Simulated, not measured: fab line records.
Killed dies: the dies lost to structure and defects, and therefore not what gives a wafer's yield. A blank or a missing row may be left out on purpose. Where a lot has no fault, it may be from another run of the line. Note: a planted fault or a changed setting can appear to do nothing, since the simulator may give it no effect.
Struck lot and sound lot, side by side + flow n5-finfet + 19 out of 1938 route steps
Sound: the wafers L589.2, L589.3, L589.5. Wafers struck: L601.1, L601.2, L601.4. The cause comes at the end.
Each step with rows lists, per side, the tool, then ch with its chambers, then its first start. Under that, the readings that differ: sound wafers + struck wafers + difference of the means + sigmas: that difference in standard deviations of wafers without a fault.
alike: readings with means less than 2 such deviations apart, plus words and numbers identical on both sides. not compared: withheld readings, readings lacking a value on some wafer, bounds such as >300 that could conceal the same value, and numbers that have no deviation in the record and whose values overlap.
A row with sigmas, a row that says differs or no value, or rows on one side alone: a step with any of these is where the two part. Numbers that have no deviation but don't overlap get no sigmas and don't part them. A reading missing from all wafers of one side parts the sides only when that side holds two or more wafers.

N5_BEOL_M14_ETCH_59: etches BARC in N2/H2, target depth 89 nm, overetch 26.7 nm, time 67.9 s.
  sound on rie-diel-01 ch 1,2,3, day 16 22:25; struck on rie-diel-01 ch 0,1,3, day 17 22:46
  alike: drypump-motor-current-A, n2-flow-sccm, oes-product-au, rf-vpp-V, showerhead-plenum-p-Torr, throttle-valve-pct
  not compared: rf-hours-counter-h
N5_BEOL_M14_VIA_ETCH_16: etches SiO2 in C4F8/O2/Ar, target depth 1231.3 nm.
  sound on rie-diel-01 ch 1,2,3, day 16 22:28; struck on rie-diel-01 ch 0,1,3, day 17 22:49
  alike: C4F8_flow_sccm, drypump-motor-current-A, he-outer-torr, oes_f_703_au, oes-product-au, rf-vpp-V, showerhead-plenum-p-Torr, throttle-valve-pct
N5_BEOL_M14_STRIP_63: strips in O2.
  sound: rie-diel-01 ch 1,2,3; struck: rie-diel-01 ch 0,1,3
  alike: drypump-motor-current-A, oes-product-au, rf-vpp-V, showerhead-plenum-p-Torr, throttle-valve-pct
  not compared: rf-hours-counter-h
N5_BEOL_M14_STRIP_64: strips in O2.
  sound: rie-diel-01 ch 1,2,3; struck: rie-diel-01 ch 0,1,3
  alike: drypump-motor-current-A, oes-product-au, rf-vpp-V, showerhead-plenum-p-Torr, throttle-valve-pct
  not compared: rf-hours-counter-h
then, 2 steps without rows for these wafers: N5_BEOL_M14_STRIP_71 (strips in post etch residue remover, time 60 s); N5_BEOL_M14_SRD_72 (time 30 s, dry time 30 s).
N5_BEOL_M14_CD_MEAS_17: target cd 250 nm.
  sound on cd-sem-02, day 16 22:49; struck on cd-sem-02, day 17 23:10
  alike: cd-nm
then, 5 steps without rows for these wafers: N5_BEOL_M14_COAT_65 (time 60 s, resist thk 450 nm); N5_BEOL_M14_COAT_66 (time 60 s, resist thk 110 nm); N5_BEOL_M14_COAT_22 (resist thk 300 nm); N5_BEOL_M14_EBR_24; N5_BEOL_M14_SOFTBAKE_23 (time 60 s).
N5_BEOL_M14_EXPOSE_25: exposes mask M14, target cd 280 nm.
  sound on krf-scanner-02 ch 0, day 16 22:58; struck on krf-scanner-02 ch 0, day 17 23:20
| reading                          | sound       | struck         | difference | sigmas |
|----------------------------------|-------------|----------------|------------|--------|
| model.BEOL_M14.overlay-x-nm (nm) | 0.6 0.6 0.6 | 26.6 26.6 26.6 | +26.0      |        |
  alike: mask
then, 3 steps without rows for these wafers: N5_BEOL_M14_PEB_26 (peb time 90 s); N5_BEOL_M14_DEVELOP_27 (develop time 45 s); N5_BEOL_M14_HARDBAKE_32 (time 120 s).
N5_BEOL_M14_CD_MEAS_28: target cd 284.4 nm.
  sound on cd-sem-02 ch 0, day 16 23:08; struck on cd-sem-02 ch 0, day 17 23:31
  alike: cd-nm
N5_BEOL_M14_OVL_MEAS_29:
  sound on overlay-01 ch 0, day 16 23:10; struck on overlay-02 ch 0, day 17 23:32
| reading      | sound | struck   | difference | sigmas |
|--------------|-------|----------|------------|--------|
| M14_OVL (nm) | 9 2 1 | 29 24 28 | +23        | +6     |
N5_BEOL_M14_INSPECT_30: inspects for defects (macro).
  sound on defect-inspect-01, day 16 23:11; struck on defect-inspect-02, day 17 23:34
  alike: raw-defect-count

## WHERE THEY PART
Only at N5_BEOL_M14_OVL_MEAS_29, as far as this record shows. Later steps at which nothing parts them and some readings are alike: N5_BEOL_M14_INSPECT_30.

WHY: whatever the simulator had introduced
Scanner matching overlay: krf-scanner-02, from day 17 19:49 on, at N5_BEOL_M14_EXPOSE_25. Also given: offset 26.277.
